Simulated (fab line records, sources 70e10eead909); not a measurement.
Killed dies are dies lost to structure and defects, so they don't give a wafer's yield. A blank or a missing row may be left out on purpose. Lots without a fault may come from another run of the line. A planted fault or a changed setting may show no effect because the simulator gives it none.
Which tool did it? | flow nand_harc | 11 lots, 33 wafers sampled, at 6 steps of a route of 1302

WHAT THE GAUGES READ, wafer by wafer
NHARC_A_BLC_CD_MEAS_10: target cd 100 nm. Usual: cd_nm 99.9 nm, standard deviation 0.6.
lot  | measured     | on        | cd_nm (nm)        | flag
L868 | day 22 12:06 | cd_sem-03 | 99.9 100.3 100.8  |
L869 | day 22 15:10 | cd_sem-02 | 101.0 100.0 100.3 |
L870 | day 23 01:40 | cd_sem-02 | 99.7 99.5 99.2    |
L871 | day 24 05:41 | cd_sem-02 | 101.2 100.3 100.2 |
L873 | day 24 08:30 | cd_sem-02 | 100.2 99.9 100.8  |
L874 | day 25 02:05 | cd_sem-03 | 99.6 99.3 99.3    |
L880 | day 27 10:42 | cd_sem-03 | 99.1 99.5 99.5    |
L884 | day 29 05:13 | cd_sem-02 | 100.3 99.3 99.5   |
L887 | day 29 21:18 | cd_sem-01 | 99.9 100.3 99.7   |
L888 | day 30 13:53 | cd_sem-03 | 100.6 101.1 101.5 |
L891 | day 31 10:33 | cd_sem-01 | 99.3 99.3 99.2    |

NHARC_A_M0_CD_MEAS_09: target cd 80 nm. Usual: cd_nm 79.9 nm, standard deviation 0.55.
lot  | measured     | on        | cd_nm (nm)     | flag
L868 | day 22 16:06 | cd_sem-03 | 80.4 79.6 79.8 |
L869 | day 22 19:12 | cd_sem-02 | 79.7 79.8 79.8 |
L870 | day 23 05:44 | cd_sem-03 | 79.5 79.1 79.5 |
L871 | day 24 10:18 | cd_sem-03 | 80.2 79.8 80.5 |
L873 | day 24 12:33 | cd_sem-03 | 78.7 78.6 79.9 |
L874 | day 25 06:01 | cd_sem-03 | 79.8 79.4 80.4 |
L880 | day 27 14:47 | cd_sem-03 | 74.0 74.6 73.4 | OFF
L884 | day 29 10:07 | cd_sem-03 | 76.7 76.6 76.4 | OFF
L887 | day 30 01:38 | cd_sem-02 | 80.5 80.9 79.9 |
L888 | day 30 18:01 | cd_sem-01 | 79.7 80.7 80.3 |
L891 | day 31 14:34 | cd_sem-01 | 79.3 79.5 79.3 |

NHARC_END_SORT_01. Usual: defect_limited_yield 91.5 %, standard deviation 2.9; killed_at_array 53, standard deviation 20; killed_at_other 1, standard deviation 1.2; killed_at_periphery 3.7, standard deviation 2.6; killed_dies 58, standard deviation 20; killed_open 3.5, standard deviation 1.8; killed_short 2.4, standard deviation 1.7; sort_bin_2_pct 3.1 %, standard deviation 1.3; sort_bin_3_pct 0.6 %, standard deviation 0.4; sort_bin_4_pct 4.9 %, standard deviation 1.7; sort_n_pass 619, standard deviation 20; sort_rim_yield_pct 92 %, standard deviation 4; sort_yield_pct 91.5 %, standard deviation 2.9.
lot  | measured     | on        | defect_limited_yield (%) | killed_at_array | killed_at_other | killed_at_periphery | killed_dies | killed_open | killed_short | sort_bin_2_pct (%) | sort_bin_3_pct (%) | sort_bin_4_pct (%) | sort_n_pass | sort_rim_yield_pct (%) | sort_yield_pct (%) | flag
L868 | day 24 04:37 | prober-02 | 95.7 96.2 97.0           | 24 18 15        | 0 1 0           | 5 7 5               | 29 26 20    | 5 2 3       | 3 3 3        | 1.8 1.2 1.0        | 0 0.1 0.3          | 2.5 2.5 1.6        | 648 651 657 | 94 92 97               | 95.7 96.2 97.0     |
L869 | day 24 12:27 | prober-01 | 94.2 92.2 92.0           | 39 47 52        | 0 0 0           | 0 6 2               | 39 53 54    | 1 5 4       | 1 4 6        | 1.9 1.6 3.1        | 0.4 0.1 0.3        | 3.4 6.1 4.6        | 638 624 623 | 95 92 89               | 94.2 92.2 92.0     |
L884 | day 31 06:31 | prober-02 | 92.6 93.9 94.2           | 44 34 35        | 1 1 1           | 5 6 3               | 50 41 39    | 3 4 5       | 3 2 2        | 2.1 3.0 1.9        | 1.2 0.3 0.1        | 4.1 2.8 3.7        | 627 636 638 | 89 95 89               | 92.6 93.9 94.2     |
L887 | day 31 17:59 | prober-02 | 96.0 91.1 95.9           | 27 57 26        | 0 1 1           | 0 2 1               | 27 60 28    | 4 5 4       | 0 3 3        | 1.8 4.0 2.1        | 0.4 0.9 0.4        | 1.8 4.0 1.6        | 650 617 649 | 92 90 92               | 96.0 91.1 95.9     |
L888 | day 32 20:22 | prober-01 | 92.3 90.1 92.2           | 52 66 52        | 0 1 0           | 0 0 1               | 52 67 53    | 4 5 1       | 3 2 3        | 2.4 3.5 2.4        | 0.9 0.6 0.7        | 4.4 5.8 4.7        | 625 610 624 | 97 94 99               | 92.3 90.1 92.2     |

WHICH TOOL RAN EACH LOT (tool, then ch and the chambers of the sampled wafers, then the start)
lot  | NHARC_A_BLC_CVD_24                       | NHARC_A_M0_EXPOSE_06               | NHARC_A_M0_ETCH_15
L868 | cvd_w-02 ch 1, day 22 15:58 or earlier   | arfi_scanner-01 ch 0, day 22 15:58 | rie_diel-02 ch 0,1,3, day 24 04:37 or earlier
L869 | cvd_w-02 ch 0,1, day 22 19:04 or earlier | arfi_scanner-02 ch 0, day 22 19:04 | rie_diel-08 ch 0,2,3, day 24 12:27 or earlier
L870 | cvd_w-02 ch 0,1, day 23 05:35 or earlier | arfi_scanner-01 ch 0, day 23 05:35 | rie_diel-09 ch 0,2,3, no start
L871 | cvd_w-02 ch 0, day 24 10:10 or earlier   | arfi_scanner-02 ch 0, day 24 10:10 | rie_diel-08 ch 0,2, no start
L873 | cvd_w-01 ch 0,1, day 24 12:25 or earlier | arfi_scanner-02 ch 0, day 24 12:25 | rie_diel-08 ch 0,1, no start
L874 | cvd_w-01 ch 0,1, day 25 05:52 or earlier | arfi_scanner-02 ch 0, day 25 05:52 | rie_diel-08 ch 1,2,3, no start
L880 | cvd_w-02 ch 0,1, day 27 14:40 or earlier | arfi_scanner-02 ch 0, day 27 14:40 | rie_diel-08 ch 2,3, no start
L884 | cvd_w-01 ch 0,1, day 29 09:59 or earlier | arfi_scanner-02 ch 0, day 29 09:59 | rie_diel-02 ch 0,1,2, day 31 06:31 or earlier
L887 | cvd_w-01 ch 0, day 30 01:29 or earlier   | arfi_scanner-01 ch 0, day 30 01:29 | rie_diel-08 ch 1,2, day 31 17:59 or earlier
L888 | cvd_w-02 ch 0,1, day 30 17:53 or earlier | arfi_scanner-01 ch 0, day 30 17:53 | rie_diel-09 ch 0,2,3, day 32 20:22 or earlier
L891 | cvd_w-02 ch 0,1, day 31 14:26 or earlier | arfi_scanner-03 ch 0, day 31 14:26 | rie_diel-08 ch 1,2,3, no start
- NHARC_A_BLC_CVD_24: deposits W, target thk 150 nm, time 434 s.
- NHARC_A_M0_EXPOSE_06: exposes mask A M0, target cd 80 nm.
- NHARC_A_M0_ETCH_15: etches the open film in C4F8/Ar, target depth 150 nm, overetch 15 nm, time 82.5 s.

WHAT THE TOOLS THEMSELVES READ (means of the sampled wafers that have a number; where no wafer has one, the mark that the record gives instead)
NHARC_A_BLC_CVD_24. Usual: chamber_pressure_Torr 40.01 Torr, standard deviation 0.085; heater_power_w 422 W, standard deviation 25; throttle_valve_pct 8.15 %, standard deviation 0.24.
lot  | tool     | chamber_pressure_Torr (Torr) | heater_power_w (W) | throttle_valve_pct (%) | flag
L868 | cvd_w-02 | 40.06                        | 466                | 8.06                   |
L869 | cvd_w-02 | 40.00                        | 447                | 7.95                   |
L870 | cvd_w-02 | 40.02                        | 443                | 8.09                   |
L871 | cvd_w-02 | 40.04                        | 409                | 8.06                   |
L873 | cvd_w-01 | 39.99                        | 399                | 7.93                   |
L874 | cvd_w-01 | 39.97                        | 400                | 8.18                   |
L880 | cvd_w-02 | 40.08                        | 445                | 8.26                   |
L884 | cvd_w-01 | 39.94                        | 401                | 8.31                   |
L887 | cvd_w-01 | 40.05                        | 414                | 8.20                   |
L888 | cvd_w-02 | 40.01                        | 441                | 8.29                   |
L891 | cvd_w-02 | 40.09                        | 437                | 8.44                   |

NHARC_A_M0_EXPOSE_06. Usual: exposure_dose_mJ_cm2 83.26, standard deviation 0.086.
lot  | tool            | exposure_dose_mJ_cm2 | flag
L868 | arfi_scanner-01 | 83.37                |
L869 | arfi_scanner-02 | 83.22                |
L870 | arfi_scanner-01 | 83.30                |
L871 | arfi_scanner-02 | 83.26                |
L873 | arfi_scanner-02 | 83.16                |
L874 | arfi_scanner-02 | 83.14                |
L880 | arfi_scanner-02 | 77.26                | OFF
L884 | arfi_scanner-02 | 78.44                | OFF
L887 | arfi_scanner-01 | 83.24                |
L888 | arfi_scanner-01 | 83.35                |
L891 | arfi_scanner-03 | 83.19                |

NHARC_A_M0_ETCH_15. Usual: oes_product_au 0.952 a.u., standard deviation 0.023; rf_vpp_V 441.2 V, standard deviation 2.7.
lot  | tool        | oes_product_au (a.u.) | rf_vpp_V (V) | flag
L868 | rie_diel-02 | 0.968                 | 440.0        |
L869 | rie_diel-08 | 0.918                 | 442.7        |
L870 | rie_diel-09 | 0.966                 | 437.9        |
L871 | rie_diel-08 | 0.970                 | 443.7        |
L873 | rie_diel-08 | 0.975                 | 442.1        |
L874 | rie_diel-08 | 0.919                 | 442.3        |
L880 | rie_diel-08 | 0.959                 | 444.3        |
L884 | rie_diel-02 | 0.952                 | 437.5        |
L887 | rie_diel-08 | 0.920                 | 442.9        |
L888 | rie_diel-09 | 0.972                 | 437.5        |
L891 | rie_diel-08 | 0.968                 | 442.2        |

THE ANSWER, worked out from the rows above alone
Rule: a lot is off if the mean of its wafers that have a number lies more than 3 standard deviations from the usual mean. A lot without any number at a reading at which 4 lots or more have one is off too. The other lots that the step has rows for count as sound. The gauges are gone through in route order, then the tools' own readings, and for those a lot's mean is taken as printed above. The first step at which some lot is off is used, and at that step the reading that is off furthest; a lot without a number counts as furthest.
Off: L880, L884, at NHARC_A_M0_CD_MEAS_09 (cd_nm).
A tool fits if, at a process step before that reading, it ran every lot that is off, and no sound lot after the first of them. The gauges at NHARC_A_M0_CD_MEAS_09 aren't tried: what is off there is off at NHARC_A_M0_EXPOSE_06 too, on other tools, and a gauge's error can't cause that. NHARC_A_BLC_CVD_24 gives no start for some lots, so the hours and the order of its lots are those of NHARC_A_M0_EXPOSE_06. One fits: arfi_scanner-02 at NHARC_A_M0_EXPOSE_06. Its last sound lot is L874 (day 25 05:52), its first lot that is off L880 (day 27 14:40): a fault that began between those two fits.
The tool's own readings at NHARC_A_M0_EXPOSE_06 bear it out: on the lots that are off they differ by more than 5 times the standard deviation of the sound lots' means. exposure_dose_mJ_cm2 reads 77.85 there against 83.25 on the sound lots.

WHAT THE SIMULATOR HAD PUT IN
Process parameter drift: arfi_scanner-02, from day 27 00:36 on, at NHARC_A_M0_EXPOSE_06. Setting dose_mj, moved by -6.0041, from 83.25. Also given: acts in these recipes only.
Lots struck among those shown: L880, L884. The rule above found the same.
